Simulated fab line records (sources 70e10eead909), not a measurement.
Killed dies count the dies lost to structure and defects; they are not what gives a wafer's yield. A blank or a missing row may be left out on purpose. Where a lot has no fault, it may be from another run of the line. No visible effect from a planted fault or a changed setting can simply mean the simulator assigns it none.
The tool behind it: which one?	flow nand harc	6 lots, 18 wafers sampled, at 5 steps of a route of 1302

== WHAT EACH GAUGE READ, for each wafer ==
NHARC_END_SORT_01.
lot	measured	on	killed at array
L212	day 30 20:13	prober-02	673 669 673

== WHAT TOOL EACH LOT RAN ON (gives the tool, then ch and the chambers of the sampled wafers, and finally the start) ==
lot	NHARC_A_SLIT_ETCH_17	NHARC_A_SLIT_ETCH_29	NHARC_A_WL_FILL_ETCHBACK_04	NHARC_A_WL_FILL_ALD_10
L199	har etch-01 ch 0,1, day 20 19:46	rie diel-13 ch 1,3, day 20 23:41	rie metal-03 ch 0,1, day 21 08:27	ald hk-01 ch 0,2, day 21 13:51
L201	har etch-01 ch 1, day 22 03:30	rie diel-13 ch 0,3, day 22 07:26	rie metal-01 ch 0,1, day 22 15:57	ald hk-04 ch 2,3, day 22 22:07
L206	har etch-01 ch 0, day 24 03:29	rie diel-13 ch 1,2,3, day 24 07:25	rie metal-02 ch 0,1, day 24 15:57	ald hk-04 ch 0,1,3, day 24 23:20
L207	har etch-01 ch 0,1, day 25 00:15	rie diel-05 ch 0,1,3, day 25 04:08	rie metal-02 ch 0,1, day 25 12:38	ald hk-01 ch 1,2,3, day 25 19:40
L212	har etch-01 ch 1, day 26 08:19	rie diel-05 ch 0,2, day 26 12:46	rie metal-03 ch 1, day 26 21:28	ald hk-01 ch 1,3, day 27 03:02
L211	har etch-01 ch 1, day 26 12:41	rie diel-01 ch 1,2, day 26 16:37	rie metal-02 ch 0, day 27 02:01	ald hk-04 ch 0,1, day 27 07:46
- NHARC_A_SLIT_ETCH_17: etches the open film in C4F8/O2/Ar, time 4254.5 s, target depth 20300 nm.
- NHARC_A_SLIT_ETCH_29: etches the open film in CF4/O2, target depth 100 nm, overetch 10 nm, time 55 s.
- NHARC_A_WL_FILL_ETCHBACK_04: etches the open film in NF3, target depth 60 nm, time 120 s.
- NHARC_A_WL_FILL_ALD_10: deposits SiO2, target thk 50 nm, pulse time 10 s, ald cycles 500.

== THE ANSWER, worked out from the rows above alone ==
Rule: usual is defined by the lots themselves. The widest of any qualifying gaps counts: lots, ordered by their means at a reading, are off when they make up no more than a third of the lots, leave a main group of 4 or more, and stand apart from it by 3 or more times the standard deviation of that group's means. If all means in a main group match to the digits the tables above print for the reading, that group is not used. A lot without any number at a reading at which 4 lots or more have one is off too. Where the step has rows for the other lots, those lots are counted as sound.
Across all readings shown, no lot is off: no conclusion can be drawn from this.

== WHAT WAS PUT IN BY THE SIMULATOR ==
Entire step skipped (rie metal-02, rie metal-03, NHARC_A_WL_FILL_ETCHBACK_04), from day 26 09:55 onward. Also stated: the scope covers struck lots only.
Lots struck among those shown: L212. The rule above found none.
